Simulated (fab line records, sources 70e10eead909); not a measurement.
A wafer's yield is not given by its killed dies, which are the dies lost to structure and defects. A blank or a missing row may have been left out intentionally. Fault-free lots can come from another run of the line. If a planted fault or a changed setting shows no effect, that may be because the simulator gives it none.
What tool caused it? | flow nandHarc | Sampling: 6 lots, 18 wafers, 2 of 1302 route steps

== WHAT THE GAUGES READ, wafer by wafer ==
NHARC_A_BLC_INSPECT_12.
lot  | measured     | on               | rawDefectCount
L854 | day 23 16:27 | defectInspect-01 | 50 72 59
L859 | day 25 20:37 | defectInspect-02 | 87 82 87
L866 | day 28 22:37 | defectInspect-01 | 23 38 20
L868 | day 29 08:07 | defectInspect-01 | 149 141 152
L871 | day 31 09:26 | defectInspect-02 | 97 87 78
L874 | day 32 07:13 | defectInspect-01 | 73 66 68

== TOOL THAT RAN EACH LOT (tool first, then ch and the chambers of the sampled wafers, then the start) ==
lot  | NHARC_A_CONTACT_ALD_18
L854 | aldMetal-03 ch 0,1,2, day 23 14:25
L859 | aldMetal-02 ch 1,3, day 25 18:29
L866 | aldMetal-02 ch 0,1, day 28 20:31
L868 | aldMetal-02 ch 1,3, day 29 05:59
L871 | aldMetal-03 ch 0,3, day 31 07:26
L874 | aldMetal-04 ch 1,2,3, day 32 05:05
- NHARC_A_CONTACT_ALD_18: deposits TiN, target thk 3 nm, pulse time 1 s, ald cycles 150.

== THE ANSWER, worked out from the rows above alone ==
Rule: what is usual is taken from the lots themselves. Put in order of their means at a reading, lots are off if they are a third of the lots or fewer, leave a main group of 4 or more, and stand apart from it by a gap of 3 or more times the standard deviation of the main group's means; of several such gaps the widest counts. A main group whose means are all the same, to the digits that the tables above print for the reading, isn't used. Also off: a lot with no number at a reading for which 4 or more lots have one. Where the step has rows for the other lots, those lots are counted as sound.
No lot is off at any reading shown: from this, nothing can be told.

== WHAT WAS PUT IN BY THE SIMULATOR ==
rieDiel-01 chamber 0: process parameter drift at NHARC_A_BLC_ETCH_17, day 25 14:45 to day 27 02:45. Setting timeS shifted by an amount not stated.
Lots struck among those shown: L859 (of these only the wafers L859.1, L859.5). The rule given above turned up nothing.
